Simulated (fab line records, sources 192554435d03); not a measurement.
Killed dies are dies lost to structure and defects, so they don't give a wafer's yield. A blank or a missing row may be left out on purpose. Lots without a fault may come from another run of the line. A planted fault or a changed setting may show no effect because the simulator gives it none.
Chamber matching | flow n5_finfet | N5_BEOL_M11_VIA_ETCH_34 on rie_diel-03: 4 sister chambers
The step etches SiCOH lowk in C4F6/O2, target depth 184.5 nm, time 69.2 s. 4 wafers are shown with their chamber, then 8 later ones without.

WAFERS WITH THEIR CHAMBER
wafer  | chamber | throttle_valve_pct (%)
L086.5 | 1       | 21.07
L085.1 | 0       | 20.91
L085.6 | 2       | 20.93
L088.1 | 3       | 20.49

WAFERS WITHOUT THEIR CHAMBER
wafer  | throttle_valve_pct (%)
L088.3 | 20.94
L088.6 | 20.92
L091.1 | 21.07
L091.5 | 20.48
L091.6 | 20.95
L097.4 | 20.95
L097.5 | 20.49
L097.6 | 20.95

WHICH CHAMBER EACH WENT THROUGH
wafer  | from the rows above     | in truth
L088.3 | can't be placed: 2 or 0 | 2
L088.6 | can't be placed: 2 or 0 | 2
L091.1 | 1                       | 1
L091.5 | 3                       | 3
L091.6 | can't be placed: 2 or 0 | 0
L097.4 | can't be placed: 2 or 0 | 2
L097.5 | 3                       | 3
L097.6 | can't be placed: 2 or 0 | 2
Placed correctly: 3 of 8. Can't be placed from these rows: 5 (the true chamber is among the candidates in 5). Placed wrongly: 0.
How it was worked out, from the rows above alone: a wafer's distance from a chamber is the root of the sum, over the readings, of the square of ((its reading less the chamber's mean) divided by the reading's scatter). The wafer belongs to the nearest chamber; if the next one is less than 2 further off, it can't be placed. A chamber's mean is the mean of its shown wafers. The scatter: with one shown wafer a chamber, the root of the mean of the squares of how far each hidden wafer lies from its nearest shown one.
